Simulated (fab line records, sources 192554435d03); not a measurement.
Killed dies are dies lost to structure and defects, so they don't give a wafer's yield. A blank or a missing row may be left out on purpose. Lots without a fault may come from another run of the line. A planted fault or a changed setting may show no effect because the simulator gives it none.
fab line records | flow n5_finfet
record lots=5 wafers=15 last_day=17
route steps=1938 shown BEOL_M2@896
lots that met no fault: from a run of the same line without faults
start_h: hours from the record's first day to the start of the lot's first wafer shown | wait_h: hours since the lot's step before | " the same as in the row above | L1.1+2: a row that stands for several wafers | - no value, or no start given | * or withheld: withheld | < > ~ a bound
route shown NAME@n: a module of which the file shows steps, and the number in the route of the first | usual: mean/standard deviation of fault-free wafers | same: alike in all rows | chamber/n: place in a boat | sites: the reading at each site | _std_site: their standard deviation | _edge_site: outer sites' mean less inner sites' | radius_mm: how far each site lies from the wafer's centre | mask NAME#n: copy n | behind: the tool/chamber that last shaped the wafer | hold: why the lot was held/for how many hours/how that ended | device: the transistor (n, p or np) that didn't switch | end of line: the same wafers' tests at the end of the route | a step without rows: its recipe alone | killed: dies lost to structure and defects at the first sort, not the wafer's yield | map: a wafer's dies, x killed, . not, _ none there
set.NAME: the setting as run; set.NAME@STEP: as run at that earlier step | model.NAME: the simulator's own value behind a step, which no gauge read
lots at some steps of the route; a table a step, a row a wafer
services: from which hour (start_h, from the record's first day; less than 0 if before it) a tool's chamber was out of use, for how many hours, and why
## steps
# step N5_BEOL_M2_PRECLEAN_42
# recipe chemistry=residue_remover time_s=60 temp_c=40
# usual bath_guard_temp_C=40.2/0.48
# same time_s=60
# columns lot.wafer tool chamber start_h wait_h bath_guard_temp_C
L081.1 wet_bench-02 2 174.47 0.0 40.9
L081.4 " 7 " " 40.4
L081.5 " 5 " " 40.3
L084.1 wet_bench-02 6 202.73 0.0 40.1
L084.4 " 4 " " 40.6
L084.6 " 5 " " 40.7
L091.1 wet_bench-02 2 241.21 0.0 41.1
L091.3 " 6 " " 40.0
L091.5 " 0 " " 40.3
L093.1 wet_bench-02 1 253.42 0.0 40.4
L093.3 " 3 " " 39.7
L093.6 " 7 " " 40.4
L094.2 wet_bench-04 4 257.39 0.0 40.8
L094.3 " 7 " " 40.1
L094.6 " 0 " " 39.3
# step N5_BEOL_M2_SRD_43
# recipe time_s=30 temp_c=23 rinse_liquid=diw dry=ipa_marangoni
# same time_s=30
# columns lot.wafer tool chamber start_h wait_h
L081.1+4+5 wet_bench-02 2,7,5 174.48 0.0
L084.1+4+6 wet_bench-02 6,4,5 202.74 0.0
L091.1+3+5 wet_bench-02 2,6,0 241.23 0.0
L093.1+3+6 wet_bench-02 1,3,7 253.44 0.0
L094.2+3+6 wet_bench-04 4,7,0 257.40 0.0
# step N5_BEOL_M2_CD_MEAS_35
# recipe target_cd_nm=18 target_cd_y_nm=22.2 polarity=opening
# usual cd_nm=18.0/0.39
# columns lot.wafer tool chamber start_h wait_h cd_nm
L081.1 cd_sem-01 - 174.52 0.0 17.5
L081.4 " - " " 17.8
L081.5 " - " " 17.3
L084.1 cd_sem-02 - 202.78 0.0 17.8
L084.4 " - " " 18.4
L084.6 " - " " 18.5
L091.1 cd_sem-01 - 241.27 0.0 17.4
L091.3 " - " " 17.9
L091.5 " - " " 17.9
L093.1 cd_sem-01 - 253.48 0.0 18.6
L093.3 " - " " 17.9
L093.6 " - " " 17.2
L094.2 cd_sem-03 - 257.44 0.0 18.7
L094.3 " - " " 17.9
L094.6 " - " " 18.7
# step N5_BEOL_M2_DEGAS_44
# recipe ambient=vacuum temp_c=250 time_s=60
# usual heater_power_w=324/35
# same time_s=60
# columns lot.wafer tool chamber start_h wait_h heater_power_w
L081.1 pvd_sputter-02 - 174.79 0.3 335
L081.4 " - " " 351
L081.5 " - " " 257
L084.1 pvd_sputter-02 - 203.13 0.3 288
L084.4 " - " " 343
L084.6 " - " " 293
L091.1 pvd_sputter-02 - 241.69 0.4 342
L091.3 " - " " 296
L091.5 " - " " 358
L093.1 pvd_sputter-03 - 253.74 0.3 369
L093.3 " - " " 320
L093.6 " - " " 320
L094.2 pvd_sputter-02 - 257.51 0.1 290
L094.3 " - " " 349
L094.6 " - " " 292
# step N5_BEOL_M2_PRE_CLEAN_45
# recipe gas=H2/He time_s=30 temp_c=250
# usual heater_power_w=323/35
# same time_s=30
# columns lot.wafer tool chamber start_h wait_h heater_power_w
L081.1 pvd_sputter-02 - 174.83 0.0 339
L081.4 " - " " 350
L081.5 " - " " 255
L084.1 pvd_sputter-02 - 203.17 0.0 294
L084.4 " - " " 340
L084.6 " - " " 285
L091.1 pvd_sputter-02 - 241.73 0.0 339
L091.3 " - " " 285
L091.5 " - " " 355
L093.1 pvd_sputter-03 - 253.78 0.0 362
L093.3 " - " " 328
L093.6 " - " " 318
L094.2 pvd_sputter-02 - 257.55 0.0 300
L094.3 " - " " 355
L094.6 " - " " 289
# step N5_BEOL_M2_ALD_84
# recipe material=TaN target_thk_a=* temp_c=275 ald_precursor_family=PDMAT ald_co_reactant=NH3 pressure_torr=3 carrier_flow_sccm=1500 pulse_time_s=2 purge_time_s=3 co_reactant_purge_time_s=2 co_reactant_pulse_time_s=3 ald_cycles=30 precursor_vessel_temp_c=75 precursor_vessel_pressure_torr=26.25 precursor_vessel_carrier_sccm=1000
# usual heater_power_w=452/38 precursor_vessel_carrier_sccm=1000/3.3
# same ald_cycles=30
# columns lot.wafer tool chamber start_h wait_h heater_power_w precursor_vessel_carrier_sccm
L081.1 ald_metal-01 0 174.89 0.0 530 998
L081.4 " 2 " " 469 1001
L081.5 " 0 " " 521 995
L084.1 ald_metal-01 3 203.23 0.0 447 1005
L084.4 " 1 " " 392 1006
L084.6 " 2 " " 474 1002
L091.1 ald_metal-02 3 241.81 0.1 425 998
L091.3 " 2 " " 454 998
L091.5 " 2 " " 470 1001
L093.1 ald_metal-01 2 253.96 0.2 473 1003
L093.3 " 0 " " 521 1002
L093.6 " 2 " " 471 1002
L094.2 ald_metal-03 3 257.69 0.1 454 1009
L094.3 " 2 " " 438 996
L094.6 " 1 " " 504 996
# step N5_BEOL_M2_SURFACE_TREAT_85
# recipe gas=Ar time_s=* ion_energy_ev=* ion_current_ma_cm2=0.5 pressure_mtorr=* ar_flow_sccm=30
# usual pressure_mtorr=* throttle_valve_pct=*
# same time_s=*
# columns lot.wafer tool chamber start_h wait_h pressure_mtorr throttle_valve_pct
L081.1 pvd_sputter-01 - 175.13 0.1 * *
L081.4 " - " " * *
L081.5 " - " " * *
L084.1 pvd_sputter-03 - 203.58 0.2 * *
L084.4 " - " " * *
L084.6 " - " " * *
L091.1 pvd_sputter-02 - 242.29 0.4 * *
L091.3 " - " " * *
L091.5 " - " " * *
L093.1 pvd_sputter-01 - 254.28 0.2 * *
L093.3 " - " " * *
L093.6 " - " " * *
L094.2 pvd_sputter-01 - 258.00 0.2 * *
L094.3 " - " " * *
L094.6 " - " " * *
# step N5_BEOL_M2_CVD_47
# recipe material=Co target_thk_a=30 temp_c=withheld precursor=CCTBA/H2 pressure_torr=30 time_s=223.8
# same time_s=223.8
# columns lot.wafer tool chamber start_h wait_h
L081.1+4+5 cvd_co-02 1,0,1 175.19 0.0
L084.1+4+6 cvd_co-02 1,0,1 203.65 0.0
L091.1+3+5 cvd_co-02 0 242.68 0.4
L093.1+3+6 cvd_co-01 1,2,2 254.41 0.1
L094.2+3+6 cvd_co-01 1,2,1 258.08 0.1
# step N5_BEOL_M2_SPUTTER_48
# recipe material=Cu target_thk_a=45 temp_c=-20 chamber_pressure_pa=0.07 power_w=withheld time_s=8.29
# usual chamber_pressure_pa=0.07001/0.00014 throttle_valve_pct=29.7/1.2
# same time_s=8.29
# columns lot.wafer tool chamber start_h wait_h chamber_pressure_pa throttle_valve_pct
L081.1 pvd_sputter-03 - 175.56 0.3 0.06993 30.0
L081.4 " - " " 0.07007 29.2
L081.5 " - " " 0.07025 29.4
L084.1 pvd_sputter-02 - 203.87 0.2 0.07017 29.2
L084.4 " - " " 0.07019 30.7
L084.6 " - " " 0.06998 30.0
L091.1 pvd_sputter-01 - 243.12 0.4 0.07004 30.6
L091.3 " - " " 0.07012 31.9
L091.5 " - " " 0.06987 30.6
L093.1 pvd_sputter-03 - 254.70 0.2 0.06965 27.4
L093.3 " - " " 0.07003 30.0
L093.6 " - " " 0.06993 29.7
L094.2 pvd_sputter-01 - 258.24 0.1 0.07017 30.6
L094.3 " - " " 0.07003 29.8
L094.6 " - " " 0.07041 28.2
# step N5_BEOL_M2_ANNEAL_49
# recipe temp_c=400 time_s=240 ambient=vacuum
# usual heater_power_w=825/76
# same time_s=240
# columns lot.wafer tool chamber start_h wait_h heater_power_w
L081.1 pvd_sputter-03 - 175.64 0.0 813
L081.4 " - " " 916
L081.5 " - " " 908
L084.1 pvd_sputter-02 - 203.95 0.0 829
L084.4 " - " " 741
L084.6 " - " " 889
L091.1 pvd_sputter-01 - 243.20 0.0 871
L091.3 " - " " 861
L091.5 " - " " 894
L093.1 pvd_sputter-03 - 254.78 0.0 705
L093.3 " - " " 811
L093.6 " - " " 783
L094.2 pvd_sputter-01 - 258.32 0.0 890
L094.3 " - " " 861
L094.6 " - " " 897
# step N5_BEOL_M2_SPUTTER_79
# recipe material=Cu target_thk_a=45 temp_c=-20 chamber_pressure_pa=0.07 power_w=withheld time_s=8.29
# usual chamber_pressure_pa=0.06999/0.00016 throttle_valve_pct=29.7/1.2
# same time_s=8.29
# columns lot.wafer tool chamber start_h wait_h chamber_pressure_pa throttle_valve_pct
L081.1 pvd_sputter-03 - 175.78 0.1 0.06983 30.1
L081.4 " - " " 0.07013 29.2
L081.5 " - " " 0.07004 29.2
L084.1 pvd_sputter-02 - 204.09 0.1 0.07011 29.3
L084.4 " - " " 0.0701 30.9
L084.6 " - " " 0.07006 29.9
L091.1 pvd_sputter-01 - 243.34 0.1 0.07011 30.5
L091.3 " - " " 0.07003 31.8
L091.5 " - " " 0.07005 30.3
L093.1 pvd_sputter-03 - 254.92 0.1 0.07026 27.3
L093.3 " - " " 0.06996 30.2
L093.6 " - " " 0.07006 29.4
L094.2 pvd_sputter-01 - 258.46 0.1 0.06988 30.4
L094.3 " - " " 0.0701 30.4
L094.6 " - " " 0.07007 28.3
# step N5_BEOL_M2_ANNEAL_80
# recipe temp_c=400 time_s=240 ambient=vacuum
# usual heater_power_w=824/74
# same time_s=240
# columns lot.wafer tool chamber start_h wait_h heater_power_w
L081.1 pvd_sputter-03 - 175.86 0.0 811
L081.4 " - " " 916
L081.5 " - " " 895
L084.1 pvd_sputter-02 - 204.17 0.0 848
L084.4 " - " " 737
L084.6 " - " " 872
L091.1 pvd_sputter-01 - 243.42 0.0 877
L091.3 " - " " 874
L091.5 " - " " 873
L093.1 pvd_sputter-03 - 255.00 0.0 717
L093.3 " - " " 790
L093.6 " - " " 786
L094.2 pvd_sputter-01 - 258.54 0.0 879
L094.3 " - " " 865
L094.6 " - " " 907
# step N5_BEOL_M2_SPUTTER_81
# recipe material=Cu target_thk_a=45 temp_c=-20 chamber_pressure_pa=0.07 power_w=withheld time_s=8.29
# usual chamber_pressure_pa=0.07002/0.00015 throttle_valve_pct=29.7/1.2
# same time_s=8.29
# columns lot.wafer tool chamber start_h wait_h chamber_pressure_pa throttle_valve_pct
L081.1 pvd_sputter-03 - 176.00 0.1 0.06998 29.9
L081.4 " - " " 0.07036 29.1
L081.5 " - " " 0.07027 29.1
L084.1 pvd_sputter-02 - 204.31 0.1 0.07011 29.2
L084.4 " - " " 0.07003 30.6
L084.6 " - " " 0.0699 29.9
L091.1 pvd_sputter-01 - 243.56 0.1 0.07018 30.6
L091.3 " - " " 0.07016 31.9
L091.5 " - " " 0.06988 30.6
L093.1 pvd_sputter-03 - 255.14 0.1 0.07019 27.5
L093.3 " - " " 0.07001 30.0
L093.6 " - " " 0.07014 29.7
L094.2 pvd_sputter-01 - 258.68 0.1 0.06989 30.7
L094.3 " - " " 0.07005 30.3
L094.6 " - " " 0.07012 28.4
# step N5_BEOL_M2_ANNEAL_82
# recipe temp_c=400 time_s=240 ambient=vacuum
# usual heater_power_w=823/76
# same time_s=240
# columns lot.wafer tool chamber start_h wait_h heater_power_w
L081.1 pvd_sputter-03 - 176.08 0.0 793
L081.4 " - " " 902
L081.5 " - " " 900
L084.1 pvd_sputter-02 - 204.39 0.0 844
L084.4 " - " " 725
L084.6 " - " " 880
L091.1 pvd_sputter-01 - 243.64 0.0 886
L091.3 " - " " 857
L091.5 " - " " 872
L093.1 pvd_sputter-03 - 255.22 0.0 697
L093.3 " - " " 806
L093.6 " - " " 785
L094.2 pvd_sputter-01 - 258.76 0.0 868
L094.3 " - " " 852
L094.6 " - " " 886
# step N5_BEOL_M2_SPUTTER_86
# recipe material=Cu target_thk_a=45 temp_c=-20 chamber_pressure_pa=0.07 power_w=withheld time_s=8.29
# usual chamber_pressure_pa=0.06999/0.00014 throttle_valve_pct=29.7/1.2
# same time_s=8.29
# columns lot.wafer tool chamber start_h wait_h chamber_pressure_pa throttle_valve_pct
L081.1 pvd_sputter-03 - 176.22 0.1 0.06987 30.2
L081.4 " - " " 0.06978 29.0
L081.5 " - " " 0.06993 29.4
L084.1 pvd_sputter-02 - 204.53 0.1 0.07008 29.3
L084.4 " - " " 0.07007 30.3
L084.6 " - " " 0.06967 29.8
L091.1 pvd_sputter-01 - 243.78 0.1 0.06992 30.7
L091.3 " - " " 0.06982 31.8
L091.5 " - " " 0.06999 30.7
L093.1 pvd_sputter-03 - 255.36 0.1 0.06986 27.4
L093.3 " - " " 0.06975 29.8
L093.6 " - " " 0.07021 29.4
L094.2 pvd_sputter-01 - 258.90 0.1 0.07012 30.2
L094.3 " - " " 0.06975 30.1
L094.6 " - " " 0.06989 28.3
# step N5_BEOL_M2_ANNEAL_87
# recipe temp_c=400 time_s=240 ambient=vacuum
# usual heater_power_w=824/75
# same time_s=240
# columns lot.wafer tool chamber start_h wait_h heater_power_w
L081.1 pvd_sputter-03 - 176.30 0.0 809
L081.4 " - " " 922
L081.5 " - " " 920
L084.1 pvd_sputter-02 - 204.61 0.0 836
L084.4 " - " " 699
L084.6 " - " " 871
L091.1 pvd_sputter-01 - 243.86 0.0 861
L091.3 " - " " 844
L091.5 " - " " 880
L093.1 pvd_sputter-03 - 255.44 0.0 709
L093.3 " - " " 809
L093.6 " - " " 806
L094.2 pvd_sputter-01 - 258.98 0.0 883
L094.3 " - " " 859
L094.6 " - " " 884
# step N5_BEOL_M2_SPUTTER_88
# recipe material=Cu target_thk_a=45 temp_c=-20 chamber_pressure_pa=0.07 power_w=withheld time_s=8.29
# usual chamber_pressure_pa=0.07/0.00013 throttle_valve_pct=29.7/1.2
# same time_s=8.29
# columns lot.wafer tool chamber start_h wait_h chamber_pressure_pa throttle_valve_pct
L081.1 pvd_sputter-03 - 176.44 0.1 0.06997 30.1
L081.4 " - " " 0.06999 29.1
L081.5 " - " " 0.07016 29.0
L084.1 pvd_sputter-02 - 204.75 0.1 0.06983 29.0
L084.4 " - " " 0.07022 30.5
L084.6 " - " " 0.07019 29.9
L091.1 pvd_sputter-01 - 244.00 0.1 0.06978 30.7
L091.3 " - " " 0.07016 32.0
L091.5 " - " " 0.06997 30.6
L093.1 pvd_sputter-03 - 255.58 0.1 0.06984 27.5
L093.3 " - " " 0.06976 30.3
L093.6 " - " " 0.0699 29.4
L094.2 pvd_sputter-01 - 259.12 0.1 0.07036 30.7
L094.3 " - " " 0.06994 30.3
L094.6 " - " " 0.07009 27.9
# step N5_BEOL_M2_ANNEAL_89
# recipe temp_c=400 time_s=240 ambient=vacuum
# usual heater_power_w=823/75
# same time_s=240
# columns lot.wafer tool chamber start_h wait_h heater_power_w
L081.1 pvd_sputter-03 - 176.52 0.0 778
L081.4 " - " " 916
L081.5 " - " " 910
L084.1 pvd_sputter-02 - 204.83 0.0 863
L084.4 " - " " 730
L084.6 " - " " 863
L091.1 pvd_sputter-01 - 244.08 0.0 871
L091.3 " - " " 861
L091.5 " - " " 891
L093.1 pvd_sputter-03 - 255.66 0.0 689
L093.3 " - " " 811
L093.6 " - " " 801
L094.2 pvd_sputter-01 - 259.20 0.0 886
L094.3 " - " " 848
L094.6 " - " " 884
# step N5_BEOL_M2_SPUTTER_90
# recipe material=Cu target_thk_a=45 temp_c=-20 chamber_pressure_pa=0.07 power_w=withheld time_s=8.29
# usual chamber_pressure_pa=0.07002/0.00014 throttle_valve_pct=29.7/1.2
# same time_s=8.29
# columns lot.wafer tool chamber start_h wait_h chamber_pressure_pa throttle_valve_pct
L081.1 pvd_sputter-03 - 176.66 0.1 0.07021 30.0
L081.4 " - " " 0.07004 29.1
L081.5 " - " " 0.06993 29.2
L084.1 pvd_sputter-02 - 204.97 0.1 0.06973 29.4
L084.4 " - " " 0.06989 30.6
L084.6 " - " " 0.07004 29.9
L091.1 pvd_sputter-01 - 244.22 0.1 0.07 30.6
L091.3 " - " " 0.06963 31.8
L091.5 " - " " 0.07013 30.8
L093.1 pvd_sputter-03 - 255.80 0.1 0.07004 27.5
L093.3 " - " " 0.07006 30.2
L093.6 " - " " 0.07001 29.5
L094.2 pvd_sputter-01 - 259.34 0.1 0.06981 30.6
L094.3 " - " " 0.06987 30.5
L094.6 " - " " 0.07019 28.2
# step N5_BEOL_M2_ANNEAL_91
# recipe temp_c=400 time_s=240 ambient=vacuum
# usual heater_power_w=824/75
# same time_s=240
# columns lot.wafer tool chamber start_h wait_h heater_power_w
L081.1 pvd_sputter-03 - 176.74 0.0 814
L081.4 " - " " 911
L081.5 " - " " 907
L084.1 pvd_sputter-02 - 205.05 0.0 870
L084.4 " - " " 720
L084.6 " - " " 879
L091.1 pvd_sputter-01 - 244.30 0.0 902
L091.3 " - " " 884
L091.5 " - " " 893
L093.1 pvd_sputter-03 - 255.88 0.0 689
L093.3 " - " " 793
L093.6 " - " " 792
L094.2 pvd_sputter-01 - 259.42 0.0 871
L094.3 " - " " 863
L094.6 " - " " 866
# step N5_BEOL_M2_SPUTTER_92
# recipe material=Cu target_thk_a=45 temp_c=-20 chamber_pressure_pa=0.07 power_w=withheld time_s=8.29
# usual chamber_pressure_pa=0.07002/0.00013 throttle_valve_pct=29.7/1.2
# same time_s=8.29
# columns lot.wafer tool chamber start_h wait_h chamber_pressure_pa throttle_valve_pct
L081.1 pvd_sputter-03 - 176.88 0.1 0.06999 30.0
L081.4 " - " " 0.07002 29.2
L081.5 " - " " 0.07028 29.2
L084.1 pvd_sputter-02 - 205.19 0.1 0.07013 29.2
L084.4 " - " " 0.07003 30.7
L084.6 " - " " 0.07017 30.0
L091.1 pvd_sputter-01 - 244.44 0.1 0.0702 30.4
L091.3 " - " " 0.07015 31.9
L091.5 " - " " 0.07008 30.5
L093.1 pvd_sputter-03 - 256.02 0.1 0.06985 27.5
L093.3 " - " " 0.06998 30.2
L093.6 " - " " 0.07001 29.4
L094.2 pvd_sputter-01 - 259.56 0.1 0.06975 30.6
L094.3 " - " " 0.07002 30.4
L094.6 " - " " 0.07018 28.2
# step N5_BEOL_M2_ANNEAL_93
# recipe temp_c=400 time_s=240 ambient=vacuum
# usual heater_power_w=823/75
# same time_s=240
# columns lot.wafer tool chamber start_h wait_h heater_power_w
L081.1 pvd_sputter-03 - 176.96 0.0 797
L081.4 " - " " 891
L081.5 " - " " 917
L084.1 pvd_sputter-02 - 205.27 0.0 813
L084.4 " - " " 711
L084.6 " - " " 870
L091.1 pvd_sputter-01 - 244.52 0.0 881
L091.3 " - " " 884
L091.5 " - " " 877
L093.1 pvd_sputter-03 - 256.10 0.0 706
L093.3 " - " " 794
L093.6 " - " " 792
L094.2 pvd_sputter-01 - 259.64 0.0 874
L094.3 " - " " 845
L094.6 " - " " 862
# step N5_BEOL_M2_SPUTTER_94
# recipe material=Cu target_thk_a=45 temp_c=-20 chamber_pressure_pa=0.07 power_w=withheld time_s=8.29
# usual chamber_pressure_pa=0.06999/0.00013 throttle_valve_pct=29.7/1.2
# same time_s=8.29
# columns lot.wafer tool chamber start_h wait_h chamber_pressure_pa throttle_valve_pct
L081.1 pvd_sputter-03 - 177.10 0.1 0.07011 30.1
L081.4 " - " " 0.07009 29.0
L081.5 " - " " 0.07016 29.1
L084.1 pvd_sputter-02 - 205.41 0.1 0.07039 29.3
L084.4 " - " " 0.06995 30.3
L084.6 " - " " 0.06996 29.9
L091.1 pvd_sputter-01 - 244.66 0.1 0.07003 30.5
L091.3 " - " " 0.07 32.0
L091.5 " - " " 0.07002 30.4
L093.1 pvd_sputter-03 - 256.24 0.1 0.06974 27.4
L093.3 " - " " 0.06987 30.1
L093.6 " - " " 0.07004 29.4
L094.2 pvd_sputter-01 - 259.78 0.1 0.07017 30.7
L094.3 " - " " 0.0697 30.2
L094.6 " - " " 0.07024 28.1
# step N5_BEOL_M2_ANNEAL_95
# recipe temp_c=400 time_s=240 ambient=vacuum
# usual heater_power_w=823/74
# same time_s=240
# columns lot.wafer tool chamber start_h wait_h heater_power_w
L081.1 pvd_sputter-03 - 177.18 0.0 800
L081.4 " - " " 893
L081.5 " - " " 893
L084.1 pvd_sputter-02 - 205.49 0.0 846
L084.4 " - " " 738
L084.6 " - " " 878
L091.1 pvd_sputter-01 - 244.74 0.0 879
L091.3 " - " " 860
L091.5 " - " " 869
L093.1 pvd_sputter-03 - 256.32 0.0 698
L093.3 " - " " 814
L093.6 " - " " 805
L094.2 pvd_sputter-01 - 259.86 0.0 861
L094.3 " - " " 874
L094.6 " - " " 885
# step N5_BEOL_M2_SPUTTER_96
# recipe material=Cu target_thk_a=45 temp_c=-20 chamber_pressure_pa=0.07 power_w=withheld time_s=8.29
# usual chamber_pressure_pa=0.07001/0.00013 throttle_valve_pct=29.7/1.2
# same time_s=8.29
# columns lot.wafer tool chamber start_h wait_h chamber_pressure_pa throttle_valve_pct
L081.1 pvd_sputter-03 - 177.32 0.1 0.07007 30.1
L081.4 " - " " 0.07008 29.1
L081.5 " - " " 0.06999 29.2
L084.1 pvd_sputter-02 - 205.63 0.1 0.07034 29.3
L084.4 " - " " 0.07006 30.4
L084.6 " - " " 0.07024 29.9
L091.1 pvd_sputter-01 - 244.88 0.1 0.06975 30.5
L091.3 " - " " 0.06973 31.5
L091.5 " - " " 0.06986 30.6
L093.1 pvd_sputter-03 - 256.46 0.1 0.07 27.2
L093.3 " - " " 0.07002 30.1
L093.6 " - " " 0.07004 29.7
L094.2 pvd_sputter-01 - 260.00 0.1 0.07036 30.6
L094.3 " - " " 0.06993 30.6
L094.6 " - " " 0.07003 28.2
# step N5_BEOL_M2_ECD_50
# recipe material=Cu target_thk_a=3000
# columns lot.wafer tool chamber start_h wait_h
L081.1+4+5 ecd_cu-02 0,0,1 177.44 0.1
L084.1+4+6 ecd_cu-02 1 205.74 0.1
L091.1+3+5 ecd_cu-02 1,0,0 244.99 0.1
L093.1+3+6 ecd_cu-02 0,0,1 256.58 0.1
L094.2+3+6 ecd_cu-02 1,0,1 260.12 0.1
# step N5_BEOL_M2_ANNEAL_51
# recipe temp_c=225 time_s=90 ambient=N2
# usual wafer_temp_C_max=226.5/0.31
# same time_s=90
# columns lot.wafer tool chamber start_h wait_h wafer_temp_C_max
L081.1 rtp_anneal-01 0 177.57 0.1 226.8
L081.4 " 0 " " 226.5
L081.5 " 0 " " 226.5
L084.1 rtp_anneal-02 0 205.82 0.1 226.4
L084.4 " 0 " " 225.9
L084.6 " 0 " " 226.3
L091.1 rtp_anneal-02 0 245.20 0.2 226.1
L091.3 " 0 " " 226.6
L091.5 " 0 " " 226.4
L093.1 rtp_anneal-02 0 259.67 3.1 226.2
L093.3 " 0 " " 227.0
L093.6 " 0 " " 226.4
L094.2 rtp_anneal-02 0 261.42 1.3 226.7
L094.3 " 0 " " 226.8
L094.6 " 0 " " 226.8
# step N5_BEOL_M2_CMP_52
# recipe stop_on=SiOC t_overpolish_s=6.8 down_force_psi=1 platen_rpm=50 clearing_platen_down_force_psi=1.5 clearing_platen_rpm=50 post_cmp_clean=cu_alkaline target_thk_nm=40 clearing_platen_pad_velocity_m_s=0.99484 pad_velocity_m_s=0.99484
# usual barrier_field_endpoint_s=24.9/0.67 motor_current_A=6.2/0.33 overpolish_run_s=6.800/0.0091 platen_rpm=50.00/0.032 time_to_endpoint_s=63.5/2.8
# columns lot.wafer tool chamber start_h wait_h barrier_field_endpoint_s motor_current_A overpolish_run_s platen_rpm time_to_endpoint_s
L081.1 cmp-03 0 177.91 0.3 24.4 6.1 6.826 50.01 61.2
L081.4 " 1 " " 24.4 6.5 6.795 50.00 61.6
L081.5 " 0 " " 24.4 6.2 6.801 50.04 59.2
L084.1 cmp-03 3 206.20 0.3 25.4 6.5 6.793 50.01 62.2
L084.4 " 0 " " 25.6 6.1 6.800 50.01 63.2
L084.6 " 2 " " 25.0 6.2 6.802 49.92 61.2
L091.3 cmp-03 3 245.85 0.4 23.5 6.3 6.803 50.02 61.0
L091.1 " 0 " " 23.4 5.9 6.798 50.04 61.7
L091.5 " 2 " " 24.1 6.4 6.817 50.02 62.4
L093.3 cmp-02 3 259.96 0.2 25.7 5.7 6.790 50.00 67.1
L093.1 " 1 " " 25.3 6.5 6.812 49.96 67.1
L093.6 " 0 " " 25.7 6.5 6.803 50.00 64.3
L094.2 cmp-02 1 261.69 0.2 26.3 6.4 6.807 50.01 70.7
L094.3 " 2 " " 26.3 6.5 6.798 50.02 66.0
L094.6 " 1 " " 26.9 6.5 6.798 49.96 71.4
# step N5_BEOL_M2_THK_MEAS_53
# recipe thk_meas_gauge=xrf reads=Cu_of_BEOL_M2_ECD_50
# usual M2_THK=40.2/1.5
# columns lot.wafer tool chamber start_h wait_h M2_THK[nm]
L081.1 film_metro-02 - 178.20 - 41.1
L081.4 " - " " 41.8
L081.5 " - " " 40.3
L084.1 film_metro-01 - 206.42 - 38.9
L084.4 " - " " 40.3
L084.6 " - " " 41.6
L091.1 film_metro-02 - 246.07 - 38.1
L091.3 " - " " 41.5
L091.5 " - " " 37.2
L093.1 film_metro-02 - 260.26 - 44.5
L093.3 " - " " 42.8
L093.6 " - " " 41.9
L094.2 film_metro-01 - 261.98 - 41.5
L094.3 " - " " 39.1
L094.6 " - " " 40.1
# step N5_BEOL_M2_PRE_CLEAN_60
# recipe gas=NH3/H2 time_s=15 temp_c=* rf_power_w=300
# usual heater_power_w=80/23
# same time_s=15
# columns lot.wafer tool chamber start_h wait_h heater_power_w
L081.1 cvd_co-01 1 178.24 0.0 90
L081.4 " 1 " " 93
L081.5 " 2 " " 98
L084.1 cvd_co-01 0 206.45 0.0 76
L084.4 " 0 " " 77
L084.6 " 2 " " 103
L091.1 cvd_co-01 0 246.11 0.0 77
L091.3 " 1 " " 89
L091.5 " 0 " " 75
L093.1 cvd_co-02 2 260.30 0.0 51
L093.3 " 1 " " 43
L093.6 " 0 " " 116
L094.2 cvd_co-01 1 262.02 0.0 92
L094.3 " 2 " " 102
L094.6 " 2 " " 100
# step N5_BEOL_M2_CO_CAP_55
# recipe material=Co target_thk_a=20 temp_c=200 precursor=CCTBA/H2 pressure_torr=30 time_s=102.1
# usual heater_power_w=230/28
# same time_s=102.1
# columns lot.wafer tool chamber start_h wait_h heater_power_w
L081.1 cvd_co-01 1 178.28 0.0 239
L081.4 " 1 " " 241
L081.5 " 2 " " 252
L084.1 cvd_co-01 0 206.49 0.0 223
L084.4 " 0 " " 225
L084.6 " 2 " " 249
L091.1 cvd_co-01 0 246.15 0.0 222
L091.3 " 1 " " 242
L091.5 " 0 " " 227
L093.1 cvd_co-02 2 260.34 0.0 192
L093.3 " 1 " " 178
L093.6 " 0 " " 276
L094.2 cvd_co-01 1 262.06 0.0 245
L094.3 " 2 " " 253
L094.6 " 2 " " 253
# step N5_BEOL_M2_PRE_CLEAN_56
# recipe gas=NH3 time_s=15 temp_c=withheld rf_power_w=300
# same time_s=15
# columns lot.wafer tool chamber start_h wait_h
L081.1+4+5 pecvd-02 2,1,0 178.37 0.1
L084.1+4+6 pecvd-03 0,0,1 206.58 0.1
L091.1+3+5 pecvd-01 0,1,1 246.24 0.1
L093.1+3+6 pecvd-02 2,1,1 260.43 0.1
L094.2+3+6 pecvd-03 0,2,0 262.15 0.1
# step N5_BEOL_M2_DEP_57
# recipe material=SiCN target_thk_a=80 temp_c=withheld precursor=3MS/NH3 pressure_torr=3 rf_w=202 time_s=14
# usual showerhead_plenum_p_Torr=3.665/0.02 showerhead_vpp_V=845/48 throttle_valve_pct=9.2/0.86
# same time_s=14
# columns lot.wafer tool chamber start_h wait_h showerhead_plenum_p_Torr showerhead_vpp_V throttle_valve_pct
L081.1 pecvd-02 2 178.39 0.0 3.649 765 8.3
L081.4 " 1 " " 3.685 833 10.3
L081.5 " 0 " " 3.658 884 8.6
L084.1 pecvd-03 0 206.61 0.0 3.683 916 10.2
L084.4 " 0 " " 3.673 927 10.3
L084.6 " 1 " " 3.649 848 8.1
L091.1 pecvd-01 0 246.27 0.0 3.682 804 9.0
L091.3 " 1 " " 3.678 883 9.5
L091.5 " 1 " " 3.678 889 9.8
L093.1 pecvd-02 2 260.45 0.0 3.646 764 8.5
L093.3 " 1 " " 3.690 849 10.3
L093.6 " 1 " " 3.699 845 10.4
L094.2 pecvd-03 0 262.19 0.0 3.689 915 10.5
L094.3 " 2 " " 3.651 806 8.3
L094.6 " 0 " " 3.684 913 10.5
## services
# columns tool chamber start_h hours kind
pecvd-02 - 156.71 0.9 repair
pvd_sputter-01 - 166.67 1.7 repair
pecvd-03 - 174.60 0.8 pm
ald_metal-02 - 178.07 6.0 pm
cmp-02 - 179.60 1.8 repair
pecvd-03 - 182.50 5.7 repair
pecvd-01 0 193.17 7.0 repair
cvd_co-01 - 195.01 0.2 repair
pecvd-01 2 202.38 - clean
pecvd-01 2 202.38 - consumable_replace:showerhead
pecvd-01 2 202.38 29.0 scheduled_down
pecvd-01 2 202.38 29.0 vent_cycle
pecvd-03 2 209.27 11.5 repair
pecvd-03 1 212.26 4.4 repair
cvd_co-02 0 214.70 22.8 repair
cmp-03 - 221.66 4.0 pm
cmp-02 - 223.84 3.7 repair
cmp-03 - 225.66 - consumable_replace:conditioner
cmp-03 - 225.66 - consumable_replace:pad
cvd_co-02 2 232.10 17.3 repair
ecd_cu-02 - 238.70 1.3 repair
pecvd-03 1 244.59 14.5 repair
cmp-03 - 248.75 2.2 repair
rtp_anneal-01 - 255.36 3.8 pm
## key
fault none
